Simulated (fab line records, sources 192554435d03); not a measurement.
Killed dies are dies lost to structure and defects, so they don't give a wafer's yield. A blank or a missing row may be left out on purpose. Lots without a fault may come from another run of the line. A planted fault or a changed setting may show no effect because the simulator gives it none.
fab line records | flow n5_finfet
record lots=5 wafers=14 last_day=15
route steps=1938 shown ILD0@335 SDB@347 PASSIVATION@1936
lots that met no fault: from a run of the same line without faults
start_h: hours from the record's first day to the start of the lot's first wafer shown | wait_h: hours since the lot's step before | " the same as in the row above | L1.1+2: a row that stands for several wafers | - no value, or no start given | * or withheld: withheld | < > ~ a bound
route shown NAME@n: a module of which the file shows steps, and the number in the route of the first | usual: mean/standard deviation of fault-free wafers | same: alike in all rows | chamber/n: place in a boat | sites: the reading at each site | _std_site: their standard deviation | _edge_site: outer sites' mean less inner sites' | radius_mm: how far each site lies from the wafer's centre | mask NAME#n: copy n | behind: the tool/chamber that last shaped the wafer | hold: why the lot was held/for how many hours/how that ended | device: the transistor (n, p or np) that didn't switch | end of line: the same wafers' tests at the end of the route | a step without rows: its recipe alone | killed: dies lost to structure and defects at the first sort, not the wafer's yield | map: a wafer's dies, x killed, . not, _ none there
set.NAME: the setting as run; set.NAME@STEP: as run at that earlier step | model.NAME: the simulator's own value behind a step, which no gauge read
lots at some steps of the route; a table a step, a row a wafer
services: from which hour (start_h, from the record's first day; less than 0 if before it) a tool's chamber was out of use, for how many hours, and why
## steps
# step N5_ILD0_LINER_00
# recipe material=SiNx target_thk_a=40 temp_c=400 ald_precursor_family=SiH2I2 ald_co_reactant=N2/H2-plasma pulse_time_s=1 purge_time_s=2 co_reactant_purge_time_s=2 ald_cycles=80 pressure_torr=2
# step N5_ILD0_FCVD_FILL_01
# recipe material=SiO2_flowable target_thk_a=2000 temp_c=100 pressure_torr=0.8 rf_w=2000 time_s=328.3
# step N5_ILD0_CURE_02
# recipe temp_c=450 time_s=1800 ambient=steam idle_temp_c=400 ramp_up_c_per_min=5 ramp_down_c_per_min=3 densification_p_h2o_torr=640
# step N5_ILD0_CMP_03
# recipe stop_on=SiNx t_overpolish_s=1.9 post_cmp_clean=alkaline_brush down_force_psi=4.1491 platen_rpm=51.796 pad_velocity_m_s=1.0306 target_thk_nm=197.38
# step N5_ILD0_CMP_07
# recipe stop_on=poly-Si material=SiO2_flowable t_overpolish_s=1.18 post_cmp_clean=alkaline_brush down_force_psi=4.1491 platen_rpm=51.796 pad_velocity_m_s=1.0306 target_thk_nm=138.88
# step N5_ILD0_PRECLEAN_10
# recipe chemistry=NF3:NH3 afs_cycles=5 time_s=20 temp_c=30 sublimation_temp_c=180 sublimation_time_s=60 pressure_torr=3 rf_power_w=30
# step N5_ILD0_ALD_15
# recipe material=SiNx target_thk_a=240 temp_c=400 ald_precursor_family=SiH2I2 ald_co_reactant=N2/H2-plasma pulse_time_s=1 ald_cycles=480 purge_time_s=2 co_reactant_purge_time_s=2 pressure_torr=2
# step N5_ILD0_CMP_12
# recipe stop_on=poly-Si material=SiNx t_overpolish_s=6 post_cmp_clean=alkaline_brush down_force_psi=2.5 platen_rpm=51.8 pad_velocity_m_s=1.0307 target_thk_nm=17.67
# step N5_SDB_HM_DEP_00
# recipe material=SiNx target_thk_a=400 temp_c=400 precursor=SiH4/NH3/N2 pressure_torr=1.5 rf_w=300 time_s=35.3
# usual heater_power_w=799/84 showerhead_plenum_p_Torr=5.13/0.037 showerhead_vpp_V=1090/47 throttle_valve_pct=39.3/1.7
# columns lot.wafer tool chamber start_h wait_h heater_power_w showerhead_plenum_p_Torr showerhead_vpp_V throttle_valve_pct model.SiNx_of_SDB_HM_DEP_00.thk_nm
L987.2 pecvd-02 0 85.44 0.0 693 5.17 1044 41.4 40.8
L987.4 " 2 " " 901 5.10 1165 37.7 40.8
L987.5 " 0 " " 676 5.16 1051 41.5 42
L990.2 pecvd-02 2 99.37 0.0 823 5.11 1148 37.9 32.4
L990.3 " 1 " " 686 5.16 1068 39.8 41
L990.4 " 1 " " 700 5.17 1083 39.6 41.2
L991.2 pecvd-02 2 102.09 0.0 927 5.09 1149 37.9 32.6
L991.4 " 0 " " 816 5.16 1027 41.3 41.4
L991.6 " 1 " " 677 5.17 1068 39.4 41.6
L995.1 pecvd-02 0 128.65 0.0 832 5.15 1065 41.6 32.8
L995.5 " 0 " " 673 5.15 1071 41.3 41
L999.2 pecvd-04 0 149.96 0.0 928 5.14 1129 40.8 39
L999.3 " 2 " " 825 5.12 1024 35.8 40
L999.6 " 1 " " 718 5.06 1079 40.6 39.2
# step N5_SDB_COAT_03
# recipe resist=SOC temp_c=250 time_s=60 spin_rpm=1500 resist_thk_nm=100
# step N5_SDB_COAT_04
# recipe resist=SiARC temp_c=220 time_s=60 spin_rpm=1500 resist_thk_nm=18
# step N5_SDB_COAT_05
# recipe resist=CAR-ArF spin_rpm=1500 resist_thk_nm=90
# step N5_SDB_EBR_07
# recipe solvent=PGMEA ebr_width_mm=1.5
# step N5_SDB_SOFTBAKE_06
# recipe temp_c=110 time_s=60 resist=CAR-ArF
# step N5_SDB_EXPOSE_08
# recipe mask_id=SDB na=1.35 source_shape=conventional sigma_outer=0.5 polarization=unpolarized dose_mj=49.6
# step N5_SDB_PEB_09
# recipe peb_temp_c=withheld peb_time_s=60 resist=CAR-ArF
# step N5_SDB_DEVELOP_10
# recipe develop_time_s=30 developer=TMAH resist=CAR-ArF rinse_liquid=diw dry=air_spin dev_temp_c=23
# step N5_SDB_DESCUM_16
# recipe chemistry=O2 time_s=7.9 source_power_w=50 bias_power_w=20 pressure_mtorr=20 rf_frequency_hz=2.712e+07 temp_c=40 resist=CAR-ArF o2_flow_sccm=225
# step N5_SDB_ETCH_17
# recipe chemistry=CF4 target=SiARC target_depth_a=234 mask_material=CAR-ArF time_s=39 ion_energy_ev=80 pressure_mtorr=40 source_w=545 bias_w=36 Ar_flow_sccm=100 cf4_flow_sccm=100 ends=cleared
# step N5_SDB_ETCH_18
# recipe chemistry=N2/H2 target=SOC target_depth_a=1000 overetch_a=200 mask_material=SiARC temp_c=40 time_s=150 ion_energy_ev=200 pressure_mtorr=30 source_w=840 bias_w=150 n2_flow_sccm=200 h2_flow_sccm=200
# step N5_SDB_STRIP_19
# recipe chemistry=N2/H2 temp_c=40 n2_flow_sccm=200 h2_flow_sccm=200 rf_frequency_hz=6e+07
# step N5_SDB_STRIP_21
# recipe chemistry=CF4 resist=SiARC power_w=300 bias_power_w=75 pressure_mtorr=50 cf4_flow_sccm=150 rf_frequency_hz=6e+07
# step N5_SDB_HM_OPEN_20
# recipe chemistry=CH3F/O2 target=SiNx mask_material=SOC target_depth_a=240 stop_on=poly-Si over_etch_frac=0.4 ion_energy_ev=120 pressure_mtorr=30 source_w=395 bias_w=73 Ar_flow_sccm=150 CH3F_flow_sccm=30 O2_flow_sccm=20
# usual drypump_motor_current_A=5.9/0.52 oes_ar_750_au=0.77/0.071 oes_product_au=0.64/0.061 rf_vpp_V=295/6.1 showerhead_plenum_p_Torr=2.00/0.058 throttle_valve_pct=16.31/0.24
# columns lot.wafer tool chamber start_h wait_h drypump_motor_current_A oes_ar_750_au oes_product_au rf_hours_counter_h rf_vpp_V showerhead_plenum_p_Torr throttle_valve_pct model.etch.depth_nm
L987.2 rie_diel-06 0 86.21 0.0 6.4 0.80 0.66 92 299 2.02 16.08 24.75
L987.4 " 2 " " 4.9 0.77 0.63 - 288 1.99 16.28 24.74
L987.5 " 1 " " 5.8 0.86 0.75 - 295 1.95 16.06 25.97
L990.2 rie_diel-02 1 100.14 0.0 6.4 0.87 0.58 45 285 2.05 16.32 16.33
L990.3 " 3 " " 6.8 0.68 0.59 206 307 1.98 16.80 24.99
L990.4 " 0 " " 5.8 0.74 0.64 - 294 1.90 16.08 25.23
L991.2 rie_diel-02 3 102.96 0.0 6.8 0.67 0.48 207 307 1.98 16.80 16.67
L991.4 " 1 " " 6.4 0.87 0.73 46 285 2.05 16.34 25.41
L991.6 " 2 " " 5.9 0.71 0.61 - 296 2.00 16.47 25.58
L995.1 rie_diel-06 0 129.29 0.0 6.4 0.79 0.54 108 298 2.02 16.12 16.86
L995.5 " 1 " " 5.8 0.83 0.71 - 294 1.95 16.11 25.04
L999.2 rie_diel-06 0 150.99 0.0 6.4 0.77 0.61 118 298 2.02 16.12 23.1
L999.3 " 1 " " 5.8 0.82 0.68 73 295 1.95 16.11 24.06
L999.6 " 2 " " 4.9 0.75 0.59 - 287 1.99 16.34 23.12
# step N5_SDB_STRIP_22
# recipe chemistry=N2/H2 power_w=1000 temp_c=250 h2_frac=0.65 overash_fraction=0.3 pressure_mtorr=withheld n2_flow_sccm=1750 h2_flow_sccm=3250
# step N5_SDB_PRECLEAN_23
# recipe chemistry=dHF time_s=30 temp_c=25 dilution=withheld
# step N5_SDB_DUMMY_REMOVE_24
# recipe chemistry=TMAH temp_c=70 target=poly-Si stop_on=SiO2 target_depth_nm=142 conc_wt_pct=5 time_s=57 dry=ipa_marangoni rinse_time_s=30 rinse_temp_c=23
# step N5_SDB_ETCH_25
# recipe chemistry=C4F6/O2 target=SiO2 target_depth_a=100 time_s=3.3 ion_energy_ev=250 mask_material=SiNx pressure_mtorr=30 source_w=345 bias_w=185 Ar_flow_sccm=300 C4F6_flow_sccm=10 O2_flow_sccm=10
# step N5_SDB_CUT_ETCH_26
# recipe chemistry=HBr/Cl2/O2 target=Si target_depth_a=1296 bt_time_s=20 mask_material=SiNx time_s=51.8 ion_energy_ev=* bias_w=* pressure_mtorr=10 icp_w=800 HBr_flow_sccm=150 Cl2_flow_sccm=80 O2_flow_sccm=12
# step N5_SDB_PRECLEAN_38
# recipe chemistry=dHF time_s=10 dilution=750:1 temp_c=25
# columns lot.wafer tool chamber start_h wait_h model.SiNx_of_SDB_HM_DEP_00.thk_nm
L987.2 wet_bench-06 4 86.75 0.1 22.2
L987.4 " 2 " " 23.2
L987.5 " 7 " " 24
L990.2 wet_bench-06 1 100.64 0.1 13.6
L990.3 " 6 " " 22.8
L990.4 " 5 " " 23.6
L991.2 wet_bench-02 7 103.55 0.1 14.8
L991.4 " 3 " " 24.6
L991.6 " 5 " " 23.8
L995.1 wet_bench-06 1 129.79 0.1 15.2
L995.5 " 5 " " 23.2
L999.2 wet_bench-06 1 152.12 0.1 21.4
L999.3 " 5 " " 22
L999.6 " 6 " " 21
# step N5_SDB_PRECLEAN_39
# recipe chemistry=O3/DIW time_s=45 temp_c=22 o3_ppm=10
# step N5_PASSIVATION_PROBE_49
# usual killed_at_M0_to_M3=32/11 killed_at_M4_up=12/4.4 killed_at_contacts=13/6.1 killed_at_front_end=39/12 killed_at_other=3.9/3 killed_dies=100/17 killed_on_rim=13/3.9 killed_open=66/12 killed_short=33/7.4
# same gross_dies=1180 killed_at_back_side=0
# columns lot.wafer tool chamber start_h wait_h killed_at_M0_to_M3 killed_at_M4_up killed_at_contacts killed_at_front_end killed_at_other killed_dies killed_on_rim killed_open killed_short
L987.2 prober-01 - 309.02 0.1 22 16 14 45 2 99 13 56 36
L987.4 prober-01 - 309.12 0.2 33 6 8 46 2 95 7 64 30
L987.5 prober-01 - 309.17 0.2 12 17 20 41 1 91 10 63 27
L990.2 prober-02 - 324.87 0.1 43 6 18 62 2 131 22 77 44
L990.3 prober-02 - 324.92 0.1 32 7 12 43 14 108 16 65 41
L990.4 prober-02 - 324.97 0.2 49 12 7 33 1 102 13 69 33
L995.1 prober-02 - 340.18 0.0 44 3 17 21 0 85 12 46 34
L995.5 prober-02 - 340.38 0.2 35 10 13 26 2 86 11 56 29
L999.2 prober-02 - 369.80 0.1 24 9 22 27 2 84 13 53 31
L999.3 prober-02 - 369.85 0.1 25 12 15 38 0 90 11 57 31
L999.6 prober-02 - 370.00 0.3 17 17 9 47 2 92 11 56 34
# killed by level:class
L987.2 MOL_CONTACT_COAG:geometric_particle:open=11 DUMMY_GATE:geometric_particle:open=6 GATE_CUT:geometric_particle:short=6 HKMG_FIN:area_etch=6 FIN_SAQP:geometric_particle:short=5 ILD0:geometric_particle:short=5 BEOL_M0_SAQP:geometric_particle:short=5 BEOL_M1:geometric_particle:open=5
L987.4 STI_FIN_REVEAL:geometric_particle:open=17 BEOL_M2:geometric_particle:open=11 BEOL_M1:geometric_particle:open=10 GATE_CUT:geometric_particle:open=6 GATE_CUT:geometric_particle:short=6 STI_FIN_REVEAL:geometric_particle:short=4 MOL_CONTACT_COAG:geometric_particle:short=4 BEOL_M0_SAQP:geometric_particle:short=4
L987.5 MOL_CONTACT_COAG:geometric_particle:open=16 FIN_SAQP:geometric_particle:open=7 DUMMY_GATE:geometric_particle:open=7 FIN_SAQP:geometric_particle:short=6 GATE_CUT:geometric_particle:short=6 BEOL_M4:geometric_particle:open=6 BEOL_M5:geometric_particle:open=5 STI_FIN_REVEAL:geometric_particle:open=4
L990.2 MOL_CONTACT_COAG:geometric_particle:open=15 FIN_SAQP:geometric_particle:open=11 FIN_SAQP:geometric_particle:short=10 BEOL_M0_SAQP:geometric_particle:open=10 BEOL_M0_SAQP:geometric_particle:short=9 BEOL_M2:geometric_particle:open=7 BEOL_M3:geometric_particle:open=6 HKMG_FIN:area_etch=6
L990.3 BEOL_M0_SAQP:geometric_particle:short=10 MOL_CONTACT_COAG:geometric_particle:open=9 FIN_SAQP:geometric_particle:open=8 BEOL_M0_SAQP:geometric_particle:open=8 GATE_CUT:geometric_particle:short=7 MIM_TOP:geometric_particle:short=7 DUMMY_GATE:geometric_particle:open=6 BEOL_M1:geometric_particle:open=5
L990.4 BEOL_M0_SAQP:geometric_particle:open=11 BEOL_M3:geometric_particle:open=11 BEOL_M1:geometric_particle:open=10 BEOL_M0_SAQP:geometric_particle:short=8 FIN_SAQP:geometric_particle:open=6 STI_FIN_REVEAL:geometric_particle:open=5 STARTING-WAFER:geometric_particle:short=4 GATE_CUT:geometric_particle:short=4
L995.1 MOL_CONTACT_COAG:geometric_particle:open=12 BEOL_M2:geometric_particle:short=9 BEOL_M2:geometric_particle:open=9 BEOL_M0_SAQP:geometric_particle:short=8 BEOL_M0_SAQP:geometric_particle:open=8 FIN_SAQP:geometric_particle:short=6 BEOL_M3:geometric_particle:open=6 FIN_SAQP:geometric_particle:open=5
L995.5 BEOL_M0_SAQP:geometric_particle:open=11 MOL_CONTACT_COAG:geometric_particle:open=9 BEOL_M2:geometric_particle:open=9 BEOL_M0_SAQP:geometric_particle:short=6 ILD0:geometric_particle:short=5 BEOL_M3:geometric_particle:open=5 FIN_SAQP:geometric_particle:open=3 BEOL_M6:geometric_particle:open=3
L999.2 MOL_CONTACT_COAG:geometric_particle:open=19 BEOL_M3:geometric_particle:open=7 BEOL_M0:geometric_particle:open=6 FIN_SAQP:geometric_particle:short=5 FIN_CUT:geometric_particle:short=4 GATE_CUT:geometric_particle:short=4 BEOL_M3:geometric_particle:short=4 DUMMY_GATE:geometric_particle:open=3
L999.3 MOL_CONTACT_COAG:geometric_particle:open=11 STI_FIN_REVEAL:geometric_particle:open=9 FIN_SAQP:geometric_particle:short=8 BEOL_M4:geometric_particle:open=6 BEOL_M0_SAQP:geometric_particle:open=5 BEOL_M2:geometric_particle:open=5 BEOL_M0:geometric_particle:open=4 ILD0:geometric_particle:short=4
L999.6 STI_FIN_REVEAL:geometric_particle:open=10 FIN_SAQP:geometric_particle:open=8 MOL_CONTACT_COAG:geometric_particle:open=8 BEOL_M4:geometric_particle:open=7 FIN_SAQP:geometric_particle:short=6 STI_FIN_REVEAL:geometric_particle:short=6 BEOL_M1:geometric_particle:open=4 STARTING-WAFER:geometric_particle:short=4
## services
# columns tool chamber start_h hours kind
wet_bench-06 - 65.36 1.9 repair
rie_diel-06 3 67.20 121.0 repair
rie_diel-02 3 68.22 5.0 repair
pecvd-04 - 86.62 3.1 repair
pecvd-04 2 93.30 11.0 repair
rie_diel-02 2 98.16 2.6 repair
rie_diel-02 3 114.24 1.8 repair
pecvd-04 0 131.15 6.1 repair
## key
first_sign none at tools or gauges
model_effect step=N5_SDB_HM_DEP_00 value=SiNx_of_SDB_HM_DEP_00.thk_nm without=39.93 struck=32.6
model_effect step=N5_SDB_HM_OPEN_20 value=etch.depth_nm without=23.95 struck=16.62
model_effect step=N5_SDB_PRECLEAN_38 value=SiNx_of_SDB_HM_DEP_00.thk_nm without=21.93 struck=14.53
met_at N5_SDB_HM_DEP_00
struck_wafers L990.2,L991.2,L995.1
tester_left_out L990,L991,L995
onset_between 85.44 99.37
fault kind=process_parameter_drift tool=pecvd-02 chamber=- onset_h=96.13 steps=N5_SDB_HM_DEP_00 channel=time_s offset=* shape=step end_h=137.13 scope=struck_wafers_only acts_in=* stated=*
# tester_left_out: of these lots the tester's yield and bins aren't shown, on N5 and GAA mostly nor the transistor test; their killed dies are dies lost to structure and defects alone, not to doping, threshold or leakage, so they don't give the yield
